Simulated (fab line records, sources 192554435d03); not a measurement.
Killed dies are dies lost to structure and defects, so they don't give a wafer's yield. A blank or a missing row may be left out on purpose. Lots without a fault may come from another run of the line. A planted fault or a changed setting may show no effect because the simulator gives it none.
Chamber matching | flow n5_finfet | N5_MOL_CONTACT_COAG_ALD_27 on ald_sin-04: 4 sister chambers
The step deposits SiOC, target thk 17 nm, pulse time 1.5 s, time 2720 s. 8 wafers are shown with their chamber, then 8 later ones without.

WAFERS WITH THEIR CHAMBER
wafer  | chamber | heater_power_w (W) | precursor_pulse_height_rel
L078.4 | 3       | 730                | 0.986
L085.1 | 1       | 856                | 1.000
L085.2 | 2       | 900                | 0.987
L085.3 | 0       | 931                | 1.021
L085.4 | 3       | 737                | 1.003
L085.5 | 0       | 971                | 0.964
L085.6 | 1       | 859                | 0.992
L088.1 | 2       | 934                | 1.017

WAFERS WITHOUT THEIR CHAMBER
wafer  | heater_power_w (W) | precursor_pulse_height_rel
L088.2 | 738                | 0.986
L088.3 | 967                | 1.004
L090.1 | 724                | 0.991
L090.3 | 842                | 1.076
L090.5 | 720                | 1.013
L094.2 | 923                | 1.022
L094.3 | 738                | 0.978
L094.5 | 949                | 1.005

WHICH CHAMBER EACH WENT THROUGH
wafer  | from the rows above     | in truth
L088.2 | 3                       | 3
L088.3 | can't be placed: 0 or 2 | 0
L090.1 | 3                       | 3
L090.3 | can't be placed: 1 or 2 | 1
L090.5 | 3                       | 3
L094.2 | can't be placed: 2 or 0 | 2
L094.3 | 3                       | 3
L094.5 | can't be placed: 0 or 2 | 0
Placed correctly: 4 of 8. Can't be placed from these rows: 4 (the true chamber is among the candidates in 4). Placed wrongly: 0.
How it was worked out, from the rows above alone: a wafer's distance from a chamber is the root of the sum, over the readings, of the square of ((its reading less the chamber's mean) divided by the reading's scatter). The wafer belongs to the nearest chamber; if the next one is less than 2 further off, it can't be placed. A chamber's mean is the mean of its shown wafers. The scatter: the root of (the sum of the squares of (reading less its chamber's mean) over the shown wafers, divided by (wafers less chambers)).
